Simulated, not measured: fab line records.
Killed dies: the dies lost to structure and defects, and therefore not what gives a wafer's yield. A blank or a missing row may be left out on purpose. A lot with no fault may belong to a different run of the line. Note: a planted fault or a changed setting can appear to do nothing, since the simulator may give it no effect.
A lot that was struck, set against a sound lot -- flow n5-finfet -- 40 out of 1938 route steps
Sound: these wafers, L259.1, L259.2, L259.5. Struck: wafers L266.2, L266.3. The cause is given at the end.
Each step with rows lists, per side, the tool, then ch with its chambers, then its first start. Under that, the readings that differ: sound wafers -- struck wafers -- difference of the means -- sigmas: that difference in standard deviations of wafers without a fault.
alike: same words and numbers on both sides, and readings whose means sit less than 2 such deviations apart. not compared: any withheld reading, any reading some wafer has no value for, any bound like >300 that may hide the same value, and any number with overlapping values for which the record gives no deviation.
Wherever a step has rows on one side only, a row that says differs or no value, or a row with sigmas, the two part there. Numbers that have no deviation but don't overlap get no sigmas and don't part them. Lack of a reading on every wafer of one side parts them only where that side has two or more wafers.

first, 9 steps without rows for these wafers: N5_BEOL_M4_ANNEAL_95 (time 240 s); N5_BEOL_M4_SPUTTER_96 (material Cu, target thk 4.5 nm, time 8.29 s); N5_BEOL_M4_ECD_50 (material Cu, target thk 300 nm); N5_BEOL_M4_ANNEAL_51 (time 90 s); N5_BEOL_M4_CMP_52 (polishes, stops on SiOC, t overpolish 6.8 s, target thk 40 nm); N5_BEOL_M4_PRE_CLEAN_60 (time 15 s); N5_BEOL_M4_CO_CAP_55 (material Co, precursor CCTBA/H2, target thk 2 nm, time 102.1 s); N5_BEOL_M4_PRE_CLEAN_56 (time 15 s); N5_BEOL_M4_DEP_57 (deposits SiCN from 3MS/NH3, target thk 8 nm, time 14 s).
N5_BEOL_M4_RC_MEAS_101:
  sound on prober-01 ch 0, day 10 13:35; struck on prober-01 ch 0, day 13 07:36
  alike: DIBL_N, DIBL_P, IOFF_N, IOFF_P, ION_N, ION_P, SS_N, SS_P, VT_N, VT_P
then, 24 steps without rows for these wafers: N5_BEOL_M5_ILD_DEP_00 (deposits SiCOH lowk from DEMS/porogen, target thk 140.64 nm, time 25.9 s); N5_BEOL_M5_CURE_79 (cures SiCOH lowk, time 240 s); N5_BEOL_M5_PECVD_70 (deposits SiO2 from TEOS/O2, target thk 16 nm, time 18 s); N5_BEOL_M5_HM_DEP_02 (deposits TiN, target thk 20 nm); N5_BEOL_M5_COAT_59 (time 60 s, resist thk 60 nm); N5_BEOL_M5_COAT_60 (time 60 s, resist thk 12 nm); N5_BEOL_M5_COAT_71 (time 60 s, resist thk 5 nm); N5_BEOL_M5_COAT_05 (resist thk 30 nm); N5_BEOL_M5_EBR_07; N5_BEOL_M5_SOFTBAKE_06 (time 60 s); N5_BEOL_M5_EXPOSE_08 (exposes mask M5, target cd 28 nm); N5_BEOL_M5_PEB_09 (peb time 60 s); N5_BEOL_M5_DEVELOP_10 (develop time 30 s); N5_BEOL_M5_DESCUM_16 (chemistry O2, time 7 s); N5_BEOL_M5_ETCH_72 (etches underlayer in N2/H2, target depth 6.5 nm, time 5.2 s); N5_BEOL_M5_ETCH_61 (etches SiARC in CF4, target depth 15.6 nm, time 26 s); N5_BEOL_M5_ETCH_62 (etches SOC in N2/H2, target depth 75 nm, overetch 15 nm, time 112.5 s); N5_BEOL_M5_STRIP_63 (strips in N2/H2); N5_BEOL_M5_STRIP_73 (strips in N2/H2); N5_BEOL_M5_STRIP_64 (strips in CF4); N5_BEOL_M5_HM_OPEN_17 (chemistry Cl2/BCl3, target TiN, target depth 20 nm, overetch 6 nm); N5_BEOL_M5_STRIP_19 (strips in O2); N5_BEOL_M5_COAT_65 (time 60 s, resist thk 60 nm); N5_BEOL_M5_COAT_66 (time 60 s, resist thk 12 nm).
N5_BEOL_M5_TRENCH_ETCH_37: etches SiCOH lowk in C4F6/O2, target depth 71.652 nm, time 24.7 s.
  sound on rie-diel-01 ch 0,1, day 10 20:56; struck on rie-diel-01 ch 1,3, day 13 13:33
reading,sound,struck,difference,sigmas
oes-product-au (a.u.),0.77 0.80 0.77,1.07 1.07,+0.29,+4
model.BEOL_M5.feature-depth-nm (nm),71.2 74.2 71.2,118.8 121,+47.7,
model.etch.depth-nm (nm),71.1 74.22 71.19,118.8 121,+47.7,
model.TiN_of_BEOL_M5_HM_DEP_02.thk-nm (nm),17.6 17.2 17.6,16.4 16.4,-1.1,
  alike: bias-w, chamber-pressure-mTorr, drypump-motor-current-A, oes_ar_750_au, rf-vpp-V, showerhead-plenum-p-Torr, throttle-valve-pct
  not compared: rf-hours-counter-h
N5_BEOL_M5_OCD_MEAS_38:
  sound on ocd-02 at day 10 21:05; struck on ocd-02 at day 13 13:43
reading,sound,struck,difference,sigmas
trench-depth-nm (nm),70.8 74.5 71.4,118.4 121.0,+47.5,+32
N5_BEOL_M5_CMP_52: polishes, stops on SiCOH lowk, t overpolish 6.9 s, target thk 62 nm.
  sound on cmp-01 ch 0,1,3, day 11 03:42; struck on cmp-02 ch 1,3, day 13 20:29
reading,sound,struck,difference,sigmas
motor-current-A (A),5.7 6.6 6.7,4.8 4.8,-1.5,-2
model.Cu_of_BEOL_M5_ECD_50.thk-nm (nm),60.4 64.4 58.8,108.2 109.2,+47.5,
N5_BEOL_M5_THK_MEAS_53: measures by xrf.
  sound on film-metro-01 at day 11 03:55; struck on film-metro-01 at day 13 20:45
reading,sound,struck,difference,sigmas
M5_THK (nm),59.9 64.0 58.2,106.8 107.6,+46.5,+24
N5_BEOL_M5_RS_MEAS_57: uses a four-point probe to measure.
  sound on film-metro-01 at day 11 04:11; struck on film-metro-01 at day 13 21:01
reading,sound,struck,difference,sigmas
M5_RS (ohm/sq),0.398 0.370 0.413,0.202 0.200,-0.193,-13
-- record jumps: 4 days separate the struck wafers' starts on either side; left off in module BEOL_M5, taken up again in module PASSIVATION, whose first shown step is the route's number 1936 --
N5_PASSIVATION_PROBE_49:
  the record has rows for the struck wafers here (prober-02, day 17 13:55) and none for the sound ones

WHERE THEY PART
Last at N5_PASSIVATION_PROBE_49 as far as this record goes, first at N5_BEOL_M5_TRENCH_ETCH_37.

WHY: whatever the simulator had introduced
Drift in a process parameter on rie-diel-01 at N5_BEOL_M5_TRENCH_ETCH_37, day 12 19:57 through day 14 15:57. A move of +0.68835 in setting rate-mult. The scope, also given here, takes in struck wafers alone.
